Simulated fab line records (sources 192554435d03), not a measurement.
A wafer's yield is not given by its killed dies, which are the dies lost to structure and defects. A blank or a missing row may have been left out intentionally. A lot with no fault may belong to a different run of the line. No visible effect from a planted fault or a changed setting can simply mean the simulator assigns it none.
fab line records	flow n5-finfet	part 1 of 2: steps 1 to 19 of 27
record lots=5	wafers=15	last-day=17
route steps=1938 shown BEOL_M0_SAQP@640
lots untouched by any fault: they come from a run of this same line in which no faults occurred
start-h: hours from the record's first day to the start of the lot's first wafer shown	wait-h: hours elapsed since this lot's preceding step	" unchanged from the row above	L1.1+2: several wafers, shown together as one row	- no value, or no start given	* or withheld: withheld	< > ~ a bound
route shown NAME@n: names a module that has steps shown in the file, with the first one's number in the route	usual: mean and standard deviation over wafers with no fault	same: alike in all rows	chamber/n: place in a boat	sites: each site's reading	_std_site: standard deviation of those values	_edge_site: the outer-site mean with the inner-site mean subtracted	radius-mm: how far each site lies from the wafer's centre	mask NAME#n: copy n	behind: the most recent tool/chamber to have shaped the wafer	hold: cause of the lot's hold/its duration in hours/its outcome	device: whichever transistor did not switch (one of n, p or np)	end of line: the route-end tests of the same wafers	for a step that has no rows: nothing shown but its recipe	killed: count of dies lost to structure and defects at first sort (not the wafer's yield)	map: dies across one wafer; x = killed, . = not, _ = none there
set.NAME: the setting that was run; set.NAME@STEP: the one run at that earlier step	model.NAME: the simulator's own value behind a step, which no gauge read
lots seen at some steps along the route; tables by step, rows by wafer
services: a tool's chamber out of use, with start hour (start-h, from the record's first day; less than 0 if before it), hours out, and reason
## steps
# step N5_BEOL_M0_SAQP_HM_DEP_111
# recipe material=SiO2	target-thk-a=120	temp-c=400	precursor=SiH4/N2O	pressure-torr=0.75	rf-w=275	time-s=7.2
# usual heater-power-w=763/110	rf-fwd-power-W=272.5/0.99	showerhead-plenum-p-Torr=8.25/0.15	showerhead-vpp-V=1029/49	susceptor-temp-C=399.97/0.21
lot.wafer	tool	chamber	start-h	wait-h	heater-power-w	rf-fwd-power-W	showerhead-plenum-p-Torr	showerhead-vpp-V	susceptor-temp-C
L074.4	pecvd-01	0	106.73	0.1	676	270.2	8.09	958	400.37
L074.5	"	1	"	"	818	272.9	8.33	1088	399.33
L074.6	"	2	"	"	622	274.4	8.09	1105	400.02
L079.2	pecvd-02	1	139.06	0.0	631	270.4	8.20	1032	399.83
L079.4	"	0	"	"	1112	273.5	8.29	1030	400.12
L079.6	"	1	"	"	649	271.4	8.19	1058	399.73
L082.1	pecvd-03	1	159.72	0.0	791	272.6	8.44	1060	400.11
L082.4	"	1	"	"	795	274.0	8.44	1037	400.07
L082.6	"	0	"	"	935	272.9	8.47	991	400.19
L084.2	pecvd-02	0	172.01	0.0	937	272.3	8.27	1015	399.75
L084.3	"	0	"	"	956	272.4	8.27	1026	399.78
L084.4	"	1	"	"	684	271.8	8.23	1038	399.92
L096.1	pecvd-03	2	239.76	0.0	693	272.6	8.09	1002	400.18
L096.2	"	0	"	"	885	272.8	8.44	1000	399.90
L096.3	"	1	"	"	671	273.8	8.44	1047	399.94
# step N5_BEOL_M0_SAQP_COAT_81
# recipe resist=SOC	temp-c=250	time-s=60	spin-rpm=1500	resist-thk-nm=100
# usual heater-power-total-W=500.5/1.8
lot.wafer	tool	chamber	start-h	wait-h	heater-power-total-W
L074.4	litho-track-01	0	106.79	0.0	503.3
L074.5	"	0	"	"	501.5
L074.6	"	0	"	"	500.8
L079.2	litho-track-01	0	139.13	0.1	499.8
L079.4	"	0	"	"	502.5
L079.6	"	0	"	"	501.3
L082.1	litho-track-01	0	159.80	0.1	497.4
L082.4	"	0	"	"	501.8
L082.6	"	0	"	"	502.4
L084.2	litho-track-05	0	172.11	0.1	500.7
L084.3	"	0	"	"	499.5
L084.4	"	0	"	"	502.1
L096.1	litho-track-01	0	239.84	0.1	499.5
L096.2	"	0	"	"	502.7
L096.3	"	0	"	"	502.5
# step N5_BEOL_M0_SAQP_COAT_82
# recipe resist=SiARC	temp-c=220	time-s=60	spin-rpm=1500	resist-thk-nm=30
# usual heater-power-total-W=427.7/2.2
lot.wafer	tool	chamber	start-h	wait-h	heater-power-total-W
L074.4	litho-track-01	0	-	-	427.7
L074.5	"	0	"	"	429.3
L074.6	"	0	"	"	424.4
L079.2	litho-track-01	0	-	-	429.5
L079.4	"	0	"	"	427.6
L079.6	"	0	"	"	428.9
L082.1	litho-track-01	0	-	-	430.4
L082.4	"	0	"	"	427.0
L082.6	"	0	"	"	430.7
L084.2	litho-track-05	0	-	-	426.4
L084.3	"	0	"	"	430.2
L084.4	"	0	"	"	425.3
L096.1	litho-track-01	0	-	-	426.1
L096.2	"	0	"	"	429.6
L096.3	"	0	"	"	425.5
# step N5_BEOL_M0_SAQP_COAT_08
# recipe resist=CAR-ArF	spin-rpm=1500	resist-thk-nm=90
lot.wafer	tool	chamber	start-h	wait-h
L074.4+5+6	litho-track-01	0	-	-
L079.2+4+6	litho-track-01	0	-	-
L082.1+4+6	litho-track-01	0	-	-
L084.2+3+4	litho-track-05	0	-	-
L096.1+2+3	litho-track-01	0	-	-
# step N5_BEOL_M0_SAQP_EBR_10
# recipe solvent=PGMEA	ebr-width-mm=1.5
lot.wafer	tool	chamber	start-h	wait-h
L074.4+5+6	litho-track-01	0	-	-
L079.2+4+6	litho-track-01	0	-	-
L082.1+4+6	litho-track-01	0	-	-
L084.2+3+4	litho-track-05	0	-	-
L096.1+2+3	litho-track-01	0	-	-
# step N5_BEOL_M0_SAQP_SOFTBAKE_09
# recipe temp-c=110	time-s=60	resist=CAR-ArF
# usual heater-power-total-W=175.4/1.7
lot.wafer	tool	chamber	start-h	wait-h	heater-power-total-W
L074.4	litho-track-01	0	-	-	177.1
L074.5	"	0	"	"	172.9
L074.6	"	0	"	"	176.6
L079.2	litho-track-01	0	-	-	173.6
L079.4	"	0	"	"	173.0
L079.6	"	0	"	"	175.3
L082.1	litho-track-01	0	-	-	174.1
L082.4	"	0	"	"	173.8
L082.6	"	0	"	"	177.3
L084.2	litho-track-05	0	-	-	174.2
L084.3	"	0	"	"	173.0
L084.4	"	0	"	"	173.0
L096.1	litho-track-01	0	-	-	174.4
L096.2	"	0	"	"	174.1
L096.3	"	0	"	"	173.9
# step N5_BEOL_M0_SAQP_EXPOSE_11
# recipe mask-id=M0_CORE	na=1.35	source-shape=dipole	sigma-inner=0.538	sigma-outer=0.738	polarization=te	target-cd-nm=42	dose-mj=55
lot.wafer	tool	chamber	start-h	wait-h	mask
L074.4+5+6	arfi-scanner-02	0	106.92	-	M0_CORE#0
L079.2+4+6	arfi-scanner-03	0	139.38	-	M0_CORE#0
L082.1+4+6	arfi-scanner-02	0	160.04	-	M0_CORE#0
L084.2+3+4	arfi-scanner-02	0	172.24	-	M0_CORE#0
L096.1+2+3	arfi-scanner-03	0	240.08	-	M0_CORE#0
# step N5_BEOL_M0_SAQP_PEB_12
# recipe peb-temp-c=withheld	peb-time-s=60	resist=CAR-ArF
lot.wafer	tool	chamber	start-h	wait-h
L074.4+5+6	litho-track-04	0	106.97	0.0
L079.2+4+6	litho-track-05	0	139.44	0.0
L082.1+4+6	litho-track-05	0	160.10	0.1
L084.2+3+4	litho-track-04	0	172.29	0.0
L096.1+2+3	litho-track-04	0	240.14	0.1
# step N5_BEOL_M0_SAQP_DEVELOP_13
# recipe develop-time-s=30	developer=TMAH	resist=CAR-ArF	dev-temp-c=23	rinse-liquid=diw	dry=air-spin
# usual developer-temp-C=23.01/0.11
lot.wafer	tool	chamber	start-h	wait-h	developer-temp-C
L074.4	litho-track-04	0	-	-	23.10
L074.5	"	0	"	"	23.08
L074.6	"	0	"	"	23.02
L079.2	litho-track-05	0	-	-	22.98
L079.4	"	0	"	"	22.85
L079.6	"	0	"	"	22.89
L082.1	litho-track-05	0	-	-	22.70
L082.4	"	0	"	"	23.02
L082.6	"	0	"	"	23.07
L084.2	litho-track-04	0	-	-	22.96
L084.3	"	0	"	"	22.98
L084.4	"	0	"	"	22.86
L096.1	litho-track-04	0	-	-	23.23
L096.2	"	0	"	"	23.22
L096.3	"	0	"	"	23.25
# step N5_BEOL_M0_SAQP_CD_MEAS_14
# recipe target-cd-nm=42.5	landing-energy-ev=500	detector=se-inlens
# usual cd-nm=42.4/0.33
lot.wafer	tool	chamber	start-h	wait-h	cd-nm
L074.4	cd-sem-03	0	107.03	-	42.5
L074.5	"	0	"	"	41.8
L074.6	"	0	"	"	43.1
L079.2	cd-sem-02	0	139.51	-	42.1
L079.4	"	0	"	"	41.8
L079.6	"	0	"	"	42.3
L082.1	cd-sem-01	0	160.17	-	42.5
L082.4	"	0	"	"	42.3
L082.6	"	0	"	"	42.1
L084.2	cd-sem-03	0	172.36	-	42.4
L084.3	"	0	"	"	42.6
L084.4	"	0	"	"	42.5
L096.1	cd-sem-02	0	240.21	-	42.5
L096.2	"	0	"	"	42.1
L096.3	"	0	"	"	42.1
# step N5_BEOL_M0_SAQP_OVL_MEAS_15
# recipe points-per-wafer=44
# usual M0_CORE_OVL=-0.2/0.79
lot.wafer	tool	chamber	start-h	wait-h	M0_CORE_OVL[nm]
L074.4	overlay-01	0	107.06	0.0	0.1
L074.5	"	0	"	"	1.3
L074.6	"	0	"	"	-0.4
L079.2	overlay-01	0	139.54	0.0	-0.6
L079.4	"	0	"	"	-0.3
L079.6	"	0	"	"	0.1
L082.1	overlay-01	0	160.20	0.0	-1.4
L082.4	"	0	"	"	-0.3
L082.6	"	0	"	"	0.6
L084.2	overlay-02	0	172.39	0.0	-1.0
L084.3	"	0	"	"	-0.1
L084.4	"	0	"	"	-1.3
L096.1	overlay-02	0	240.24	0.0	-0.1
L096.2	"	0	"	"	-0.8
L096.3	"	0	"	"	-0.7
# step N5_BEOL_M0_SAQP_INSPECT_16
# recipe mode=adi	inspect-instrument=brightfield
# usual raw-defect-count=496/120
lot.wafer	tool	chamber	start-h	wait-h	raw-defect-count
L074.4	defect-inspect-01	-	107.08	0.0	364
L074.5	"	-	"	"	340
L074.6	"	-	"	"	637
L079.2	defect-inspect-01	-	139.56	0.0	587
L079.4	"	-	"	"	635
L079.6	"	-	"	"	673
L082.1	defect-inspect-01	-	160.22	0.0	430
L082.4	"	-	"	"	493
L082.6	"	-	"	"	456
L084.2	defect-inspect-01	-	172.41	0.0	442
L084.3	"	-	"	"	451
L084.4	"	-	"	"	391
L096.1	defect-inspect-01	-	240.26	0.0	395
L096.2	"	-	"	"	457
L096.3	"	-	"	"	546
# step N5_BEOL_M0_SAQP_DESCUM_19
# recipe chemistry=O2	time-s=7.9	source-power-w=50	bias-power-w=20	pressure-mtorr=20	rf-frequency-hz=2.712e+07	temp-c=40	resist=CAR-ArF	o2-flow-sccm=225
# usual drypump-motor-current-A=5.8/0.47	oes-product-au=0.73/0.049	rf-fwd-power-W=49.42/0.21	rf-vpp-V=242.8/1.4	showerhead-plenum-p-Torr=2.07/0.081	throttle-valve-pct=20.46/0.16
lot.wafer	tool	chamber	start-h	wait-h	drypump-motor-current-A	oes-product-au	rf-fwd-power-W	rf-hours-counter-h	rf-vpp-V	showerhead-plenum-p-Torr	throttle-valve-pct
L074.4	rie-diel-04	2	107.27	0.2	5.4	0.78	49.37	128	242.3	2.09	20.34
L074.5	"	1	"	"	6.0	0.74	49.23	-	243.9	2.18	20.40
L074.6	"	0	"	"	6.3	0.73	49.57	-	242.3	1.97	20.53
L079.2	rie-diel-03	2	139.59	0.0	5.3	0.72	49.38	181	243.1	2.08	20.20
L079.4	"	3	"	"	5.3	0.74	49.66	161	240.3	2.00	20.61
L079.6	"	3	"	"	5.3	0.74	49.58	-	241.4	2.00	20.59
L082.1	rie-diel-03	0	160.26	0.0	5.9	0.69	49.21	231	241.2	1.96	20.43
L082.4	"	1	"	"	6.5	0.72	49.60	176	243.4	2.11	20.72
L082.6	"	1	"	"	6.5	0.72	49.52	-	242.0	2.11	20.73
L084.2	rie-diel-02	1	172.44	0.0	6.2	0.75	49.21	145	242.5	2.00	20.28
L084.3	"	3	"	"	6.6	0.68	48.93	248	245.4	2.17	20.74
L084.4	"	2	"	"	6.1	0.73	49.46	158	242.8	2.08	20.24
L096.1	rie-diel-02	1	240.29	0.0	6.1	0.73	49.46	166	241.8	2.00	20.31
L096.2	"	0	"	"	5.1	0.78	49.56	120	246.0	2.20	20.37
L096.3	"	2	"	"	6.1	0.71	49.40	179	242.5	2.07	20.28
# step N5_BEOL_M0_SAQP_ETCH_83
# recipe chemistry=CF4	target=SiARC	target-depth-a=390	mask-material=CAR-ArF	time-s=65	ion-energy-ev=80	pressure-mtorr=40	source-w=545	bias-w=36	Ar_flow_sccm=100	cf4-flow-sccm=100	ends=cleared
# usual drypump-motor-current-A=5.8/0.47	etch-rf-on-time-s=64.8/1.3	oes-product-au=0.63/0.039	rf-fwd-power-W=539.0/2.2	rf-vpp-V=183.7/1.3	showerhead-plenum-p-Torr=2.12/0.07	throttle-valve-pct=15.67/0.14
lot.wafer	tool	chamber	start-h	wait-h	drypump-motor-current-A	etch-rf-on-time-s	oes-product-au	rf-fwd-power-W	rf-hours-counter-h	rf-vpp-V	showerhead-plenum-p-Torr	throttle-valve-pct
L074.4	rie-diel-04	2	107.31	0.0	5.4	63.7	0.67	535.7	128	183.5	2.15	15.58
L074.5	"	1	"	"	6.0	63.2	0.64	537.8	-	183.8	2.23	15.60
L074.6	"	0	"	"	6.3	62.3	0.64	539.3	-	183.2	2.05	15.98
L079.2	rie-diel-03	2	139.63	0.0	5.3	64.7	0.63	538.1	182	184.2	2.13	15.46
L079.4	"	3	"	"	5.3	66.1	0.63	539.8	161	182.9	2.05	15.72
L079.6	"	3	"	"	5.3	66.6	0.62	538.7	-	183.3	2.05	15.71
L082.1	rie-diel-03	0	160.29	0.0	5.9	65.6	0.59	537.4	231	182.1	2.03	15.80
L082.4	"	1	"	"	6.5	65.4	0.62	541.0	176	183.3	2.12	15.69
L082.6	"	1	"	"	6.4	65.4	0.61	539.7	-	184.1	2.12	15.69
L084.2	rie-diel-02	1	172.48	0.0	6.2	65.7	0.65	541.6	145	182.9	2.06	15.52
L084.3	"	3	"	"	6.6	65.7	0.57	535.3	248	184.4	2.20	15.85
L084.4	"	2	"	"	6.2	66.2	0.63	541.1	158	185.3	2.14	15.55
L096.1	rie-diel-02	1	240.33	0.0	6.2	66.9	0.63	538.3	166	183.7	2.06	15.56
L096.2	"	0	"	"	5.1	66.1	0.66	540.9	120	184.0	2.24	15.55
L096.3	"	2	"	"	6.1	66.6	0.62	536.0	179	184.6	2.14	15.59
# step N5_BEOL_M0_SAQP_ETCH_84
# recipe chemistry=N2/H2	target=SOC	target-depth-a=1000	overetch-a=200	mask-material=SiARC	temp-c=40	time-s=150	ion-energy-ev=200	pressure-mtorr=30	source-w=840	bias-w=150	n2-flow-sccm=200	h2-flow-sccm=200
# usual drypump-motor-current-A=5.8/0.47	oes-product-au=0.66/0.041	rf-fwd-power-W=837.0/2.4	rf-vpp-V=523.3/2.7	showerhead-plenum-p-Torr=2.51/0.09	throttle-valve-pct=17.83/0.11
lot.wafer	tool	chamber	start-h	wait-h	drypump-motor-current-A	oes-product-au	rf-fwd-power-W	rf-hours-counter-h	rf-vpp-V	showerhead-plenum-p-Torr	throttle-valve-pct
L074.4	rie-diel-04	2	107.36	0.0	5.4	0.69	836.6	128	523.2	2.54	17.73
L074.5	"	1	"	"	6.0	0.66	833.8	-	526.4	2.65	17.88
L074.6	"	0	"	"	6.4	0.65	841.5	-	520.5	2.40	18.00
L079.2	rie-diel-03	2	139.68	0.0	5.3	0.66	837.9	182	523.6	2.54	17.79
L079.4	"	3	"	"	5.3	0.67	837.6	161	520.7	2.42	17.88
L079.6	"	3	"	"	5.3	0.66	839.1	-	520.7	2.42	17.88
L082.1	rie-diel-03	0	160.34	0.0	5.9	0.62	840.4	231	519.9	2.40	17.94
L082.4	"	1	"	"	6.5	0.65	835.3	176	525.3	2.53	17.82
L082.6	"	1	"	"	6.5	0.65	835.1	-	522.9	2.53	17.84
L084.2	rie-diel-02	1	172.53	0.0	6.2	0.69	833.4	145	521.5	2.44	17.74
L084.3	"	3	"	"	6.6	0.60	833.7	248	526.1	2.60	17.95
L084.4	"	2	"	"	6.1	0.66	839.4	158	523.7	2.54	17.68
L096.1	rie-diel-02	1	240.38	0.0	6.2	0.68	837.9	166	521.4	2.43	17.76
L096.2	"	0	"	"	5.1	0.71	837.8	120	528.0	2.66	17.72
L096.3	"	2	"	"	6.1	0.65	835.2	179	523.6	2.53	17.71
# step N5_BEOL_M0_SAQP_STRIP_80
# recipe chemistry=N2/H2	temp-c=40	n2-flow-sccm=200	h2-flow-sccm=200	rf-frequency-hz=6e+07
lot.wafer	tool	chamber	start-h	wait-h
L074.4+5+6	rie-diel-04	2,1,0	107.46	0.0
L079.2+4+6	rie-diel-03	2,3,3	139.78	0.0
L082.1+4+6	rie-diel-03	0,1,1	160.44	0.0
L084.2+3+4	rie-diel-02	1,3,2	172.63	0.0
L096.1+2+3	rie-diel-02	1,0,2	240.48	0.0
# step N5_BEOL_M0_SAQP_HM_OPEN_112
# recipe chemistry=CHF3/O2	target=SiO2	stop-on=a-Si	target-depth-a=120	over-etch-frac=1.25	mask-material=SOC	time-s=13.5	pressure-mtorr=30	source-w=650	bias-w=170	Ar_flow_sccm=200	CHF3_flow_sccm=50	O2_flow_sccm=5	ion-energy-ev=200	ends=end-point
# usual CHF3_flow_sccm=50.01/0.16	drypump-motor-current-A=5.8/0.47	oes-product-au=0.48/0.031	rf-fwd-power-W=645.1/2.4	rf-vpp-V=524/5.3	showerhead-plenum-p-Torr=2.39/0.079	throttle-valve-pct=18.88/0.17
lot.wafer	tool	chamber	start-h	wait-h	CHF3_flow_sccm	drypump-motor-current-A	oes-product-au	rf-fwd-power-W	rf-hours-counter-h	rf-vpp-V	showerhead-plenum-p-Torr	throttle-valve-pct
L074.4	rie-diel-04	2	107.47	0.0	50.05	5.4	0.51	642.8	128	518	2.41	18.80
L074.5	"	1	"	"	50.06	6.0	0.49	643.9	-	520	2.51	18.87
L074.6	"	0	"	"	49.94	6.3	0.48	644.6	-	533	2.31	19.22
L079.2	rie-diel-03	2	139.79	0.0	49.91	5.3	0.48	647.9	182	519	2.39	18.59
L079.4	"	3	"	"	49.77	5.3	0.48	645.6	162	524	2.31	19.02
L079.6	"	3	"	"	49.80	5.3	0.49	645.2	-	521	2.31	19.02
L082.1	rie-diel-03	0	160.45	0.0	49.80	5.9	0.45	645.2	231	526	2.30	19.02
L082.4	"	1	"	"	50.11	6.5	0.48	648.3	176	523	2.39	18.90
L082.6	"	1	"	"	50.10	6.5	0.48	648.7	-	521	2.39	18.88
L084.2	rie-diel-02	1	172.64	0.0	49.92	6.1	0.50	643.6	145	521	2.32	18.73
L084.3	"	3	"	"	49.96	6.6	0.43	641.2	248	532	2.48	19.06
L084.4	"	2	"	"	50.17	6.1	0.48	646.9	159	523	2.39	18.63
L096.1	rie-diel-02	1	240.49	0.0	50.38	6.1	0.50	645.8	166	520	2.31	18.76
L096.2	"	0	"	"	50.06	5.1	0.52	648.1	120	533	2.53	18.78
L096.3	"	2	"	"	50.09	6.2	0.48	646.2	179	520	2.38	18.68
# step N5_BEOL_M0_SAQP_STRIP_113
# recipe chemistry=CHF3/O2	resist=SiARC	rf-frequency-hz=6e+07
lot.wafer	tool	chamber	start-h	wait-h
L074.4+5+6	rie-diel-04	2,1,0	107.52	0.0
L079.2+4+6	rie-diel-03	2,3,3	139.84	0.0
L082.1+4+6	rie-diel-03	0,1,1	160.50	0.0
L084.2+3+4	rie-diel-02	1,3,2	172.69	0.0
L096.1+2+3	rie-diel-02	1,0,2	240.54	0.0
# step N5_BEOL_M0_SAQP_MANDREL_ETCH_20
# recipe target-depth-a=600	chemistry=HBr/Cl2	target=a-Si	stop-on=SiNx	bt-time-s=10	mask-material=SOC	over-etch-frac=0.5	time-s=30	pressure-mtorr=10	icp-w=800	bias-w=75	HBr_flow_sccm=150	Cl2_flow_sccm=80	ends=end-point
# usual HBr_flow_sccm=150.1/0.46	drypump-motor-current-A=5.6/0.5	oes-product-au=0.774/0.01	rf-fwd-power-W=795.6/2.9	throttle-valve-pct=35.4/0.34
lot.wafer	tool	chamber	start-h	wait-h	HBr_flow_sccm	drypump-motor-current-A	oes-product-au	rf-fwd-power-W	rf-hours-counter-h	throttle-valve-pct
L074.4	rie-si-04	1	107.55	0.0	150.1	5.1	0.768	797.6	192	35.2
L074.5	"	1	"	"	150.6	5.1	0.776	795.9	-	35.1
L074.6	"	2	"	"	150.0	5.8	0.771	792.8	-	35.6
L079.2	rie-si-04	2	139.87	0.0	149.9	5.8	0.779	794.5	3	35.6
L079.4	"	2	"	"	149.5	5.8	0.783	787.8	-	35.5
L079.6	"	0	"	"	151.0	5.6	0.784	794.3	-	35.5
L082.1	rie-si-06	2	160.53	0.0	150.1	6.2	0.777	792.8	12	35.3
L082.4	"	3	"	"	150.0	4.9	0.781	798.0	164	35.6
L082.6	"	1	"	"	150.3	6.7	0.772	798.9	-	35.6
L084.2	rie-si-01	2	172.72	0.0	150.0	6.0	0.776	792.2	56	35.6
L084.3	"	3	"	"	150.2	5.7	0.767	799.5	30	35.7
L084.4	"	0	"	"	150.5	5.6	0.792	798.2	139	35.1
L096.1	rie-si-01	1	240.57	0.0	149.6	5.5	0.765	796.9	2	34.6
L096.2	"	2	"	"	150.2	6.0	0.768	797.9	58	35.6
L096.3	"	0	"	"	149.2	5.6	0.796	798.7	140	35.1
